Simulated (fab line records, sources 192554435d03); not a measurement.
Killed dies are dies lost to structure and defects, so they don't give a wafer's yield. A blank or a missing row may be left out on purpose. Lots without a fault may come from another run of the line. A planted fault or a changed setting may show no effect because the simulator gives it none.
One fault seen from 3 desks | flow n5_finfet | each desk has only its own numbers; what lay behind them comes last

THE TOOL OWNER'S DESK: rie_metal-02
The tool's own readings at N5_BEOL_M11_HM_OPEN_17 (chemistry Cl2/BCl3, target TiN, target depth 20 nm, overetch 6 nm): means of the sampled wafers that have a number, for each lot that ran on this tool. A lot is out of limits, marked OUT, if its mean lies more than 4 standard deviations from the usual mean; the brackets give that distance. Of its 8 readings 7 are shown: those that lie furthest out on some lot.
Columns: A = bcl3_flow_sccm at N5_BEOL_M11_HM_OPEN_17, usual 21.75 sccm; B = bias_w at N5_BEOL_M11_HM_OPEN_17, usual 126.0 W; C = chamber_pressure_mTorr at N5_BEOL_M11_HM_OPEN_17, usual 10.000 mTorr; D = drypump_motor_current_A at N5_BEOL_M11_HM_OPEN_17, usual 5.8 A; E = oes_ar_750_au at N5_BEOL_M11_HM_OPEN_17, usual 0.80 a.u.; F = oes_product_au at N5_BEOL_M11_HM_OPEN_17, usual 0.68 a.u.; G = rf_fwd_power_W at N5_BEOL_M11_HM_OPEN_17, usual 993 W
lot  | first seen here | A     | B     | C      | D   | E    | F    | G
L428 | day 13 12:54    | 21.77 | 125.6 | 9.999  | 6.2 | 0.76 | 0.64 | 991
L429 | day 13 22:45    | 21.75 | 126.3 | 10.006 | 6.2 | 0.75 | 0.63 | 995
L436 | day 15 11:37    | 21.77 | 125.9 | 9.998  | 6.2 | 0.74 | 0.61 | 994
L437 | day 15 17:53    | 21.84 | 126.0 | 10.003 | 6.2 | 0.75 | 0.59 | 993
L432 | day 16 05:01    | 21.83 | 126.0 | 10.006 | 6.2 | 0.76 | 0.60 | 992
L449 | day 18 16:29    | 21.73 | 125.7 | 9.996  | 6.2 | 0.73 | 0.62 | 992
This desk's finding: nothing out of limits on any of the 6 lots.

THE DEFECT DESK
What the inspections along the route counted, lot by lot: means of the sampled wafers that have a number. A lot is out of limits, marked OUT, if its mean lies more than 4 standard deviations from the usual mean; the brackets give that distance.
Columns: A = raw_defect_count at N5_BEOL_M11_INSPECT_13, usual 391
lot  | first seen here | A
L427 | day 12 04:08    | 306
L426 | day 13 08:35    | 373
L428 | day 13 12:35    | 398
L429 | day 13 22:27    | 361
L436 | day 15 11:12    | 545
L437 | day 15 17:31    | 333
L432 | day 16 04:41    | 486
L442 | day 16 19:36    | 420
L440 | day 16 20:04    | 292
L445 | day 17 01:40    | 466
L443 | day 17 20:09    | 352
L446 | day 18 00:20    | 339
L447 | day 18 14:48    | 350
L449 | day 18 16:10    | 292
L448 | day 18 23:41    | 335
This desk's finding: nothing out of limits on any of the 15 lots.

THE METROLOGY DESK
What the gauges read, lot by lot, whatever tool the lot ran on: means of the sampled wafers that have a number. A lot is out of limits, marked OUT, if its mean lies more than 4 standard deviations from the usual mean; the brackets give that distance.
Columns: A = trench_depth_nm at N5_BEOL_M11_OCD_MEAS_38, usual 148.5 nm; B = M11_THK at N5_BEOL_M11_THK_MEAS_53, usual 135.2 nm; C = M11_RS at N5_BEOL_M11_RS_MEAS_57, usual 0.1512 ohm/sq
lot  | first seen here | A               | B     | C
L427 | day 12 07:41    | 147.7           | 134.8 | 0.1533
L426 | day 13 10:56    | 151.0           | 136.6 | 0.1490
L428 | day 13 14:38    | 146.2           | 132.1 | 0.1540
L429 | day 14 00:47    | 148.1           | 134.1 | 0.1520
L436 | day 15 14:08    | 112.3 (-23) OUT | 135.1 | 0.1511
L437 | day 15 19:08    | 81.5 (-42) OUT  | 136.4 | 0.1501
L432 | day 16 06:27    | 96.6 (-32) OUT  | 137.2 | 0.1484
L442 | day 16 23:37    | 147.3           | 133.2 | 0.1524
L440 | day 16 23:58    | 148.0           | 136.1 | 0.1507
L445 | day 17 03:34    | 147.6           | 132.9 | 0.1520
L443 | day 17 21:46    | 149.0           | 136.3 | 0.1509
L446 | day 18 03:01    | 147.0           | 133.0 | 0.1522
L447 | day 18 17:46    | 147.8           | 136.6 | 0.1517
L449 | day 18 18:14    | 147.3           | 132.8 | 0.1526
L448 | day 19 03:19    | 147.9           | 135.8 | 0.1524
This desk's finding: out of limits on L432, L436, L437; first on L436, day 15 14:08 (trench_depth_nm at N5_BEOL_M11_OCD_MEAS_38). In limits: L427, L426, L428, L429, L442, L440, L445, L443, L446, L447, L449, L448.

PUT TOGETHER
The metrology desk could have raised an alarm at day 15 14:08, on L432, L436, L437.
The tool owner's desk saw nothing out of limits.
The defect desk saw nothing out of limits.
The tool owner's desk has L432, L436, L437 on record, within its limits.
The defect desk has L432, L436, L437 on record, within its limits.
Of the lots named, all ran N5_BEOL_M11_HM_OPEN_17 on rie_metal-02.

WHAT THE SIMULATOR HAD PUT IN
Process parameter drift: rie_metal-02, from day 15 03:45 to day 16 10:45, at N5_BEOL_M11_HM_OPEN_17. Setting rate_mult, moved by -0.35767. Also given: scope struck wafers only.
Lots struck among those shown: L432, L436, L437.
Hours from the fault's start to each desk's first reading out of limits: the metrology desk, 10.
